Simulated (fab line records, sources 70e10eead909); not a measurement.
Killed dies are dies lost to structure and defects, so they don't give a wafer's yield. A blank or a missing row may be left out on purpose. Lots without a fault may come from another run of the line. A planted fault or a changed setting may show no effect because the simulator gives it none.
Which tool did it? | flow nand_harc | 12 lots, 36 wafers sampled, at 4 steps of a route of 1159

WHAT THE GAUGES READ, wafer by wafer
NHARC_A_M0_CD_MEAS_09: target cd 80 nm.
lot  | measured     | on        | cd_nm (nm)
L075 | day 18 07:58 | cd_sem-03 | 81.0 81.7 80.7
L078 | day 18 11:11 | cd_sem-03 | 79.9 80.9 81.3
L079 | day 19 09:46 | cd_sem-01 | 78.6 79.2 79.9
L081 | day 19 14:16 | cd_sem-02 | 82.5 80.5 81.2
L083 | day 19 16:07 | cd_sem-03 | 80.2 80.5 80.0
L085 | day 20 09:44 | cd_sem-02 | 81.3 80.1 79.6
L086 | day 20 14:10 | cd_sem-01 | 81.0 80.0 81.7
L088 | day 21 16:54 | cd_sem-03 | 79.1 79.7 79.9
L089 | day 21 23:44 | cd_sem-01 | 79.1 80.3 80.7
L092 | day 22 06:01 | cd_sem-01 | 79.7 80.5 81.0
L096 | day 22 14:34 | cd_sem-01 | 79.2 78.4 79.3
L095 | day 23 04:30 | cd_sem-01 | 81.2 78.7 79.4

WHICH TOOL RAN EACH LOT (tool, then ch and the chambers of the sampled wafers, then the start)
lot  | NHARC_A_BLC_ETCH_17                           | NHARC_A_BLC_STRIP_21               | NHARC_A_BLC_PVD_32
L075 | rie_diel-08 ch 0,2, day 17 23:43 or earlier   | rie_diel-05 ch 0,1,3, day 17 23:43 | pvd_sputter-03, day 18 07:58 or earlier
L078 | rie_diel-02 ch 0,1,3, day 18 08:25 or earlier | rie_diel-08 ch 2,3, day 18 08:25   | pvd_sputter-02, day 18 11:11 or earlier
L079 | rie_diel-02 ch 1,2,3, day 18 23:41 or earlier | rie_diel-02 ch 0,1, day 18 23:41   | pvd_sputter-02, day 19 09:46 or earlier
L081 | rie_diel-08 ch 0,2,3, day 19 11:41 or earlier | rie_diel-08 ch 0,1,3, day 19 11:41 | pvd_sputter-01, day 19 14:16 or earlier
L083 | rie_diel-02 ch 0,3, day 19 13:32 or earlier   | rie_diel-08 ch 0,1,2, day 19 13:32 | pvd_sputter-01, day 19 16:07 or earlier
L085 | rie_diel-08 ch 0,2,3, day 20 01:56 or earlier | rie_diel-02 ch 1,2, day 20 01:56   | pvd_sputter-02, day 20 09:44 or earlier
L086 | rie_diel-08 ch 0,2,3, day 20 11:28 or earlier | rie_diel-08 ch 0,1,2, day 20 11:28 | pvd_sputter-01, day 20 14:10 or earlier
L088 | rie_diel-02 ch 0,1, day 21 07:22 or earlier   | rie_diel-02 ch 0,1,2, day 21 07:22 | pvd_sputter-01, day 21 16:54 or earlier
L089 | rie_diel-08 ch 0,3, day 21 13:34 or earlier   | rie_diel-02 ch 0,2, day 21 13:34   | pvd_sputter-03, day 21 23:44 or earlier
L092 | rie_diel-02 ch 1,2,3, day 22 01:36 or earlier | rie_diel-08 ch 0,1,3, day 22 01:36 | pvd_sputter-03, day 22 06:01 or earlier
L096 | rie_diel-08 ch 0,1,3, day 22 11:02 or earlier | rie_diel-02 ch 1,3, day 22 11:02   | pvd_sputter-03, day 22 14:34 or earlier
L095 | rie_diel-02 ch 0,1,3, day 22 22:51 or earlier | rie_diel-08 ch 0,2, day 22 22:51   | pvd_sputter-02, day 23 04:30 or earlier
- NHARC_A_BLC_ETCH_17: etches the open film in N2/H2, target depth 390 nm, time 609.38 s.
- NHARC_A_BLC_STRIP_21: strips in O2.
- NHARC_A_BLC_PVD_32: deposits Ti, target thk 5 nm, time 17.7 s.

THE ANSWER, worked out from the rows above alone
Rule: what is usual is taken from the lots themselves. Put in order of their means at a reading, lots are off if they are a third of the lots or fewer, leave a main group of 4 or more, and stand apart from it by a gap of 3 or more times the standard deviation of the main group's means; of several such gaps the widest counts. A main group whose means are all the same, to the digits that the tables above print for the reading, isn't used. A lot without any number at a reading at which 4 lots or more have one is off too. The other lots that the step has rows for count as sound.
No lot is off at any reading shown: from this, nothing can be told.

WHAT THE SIMULATOR HAD PUT IN
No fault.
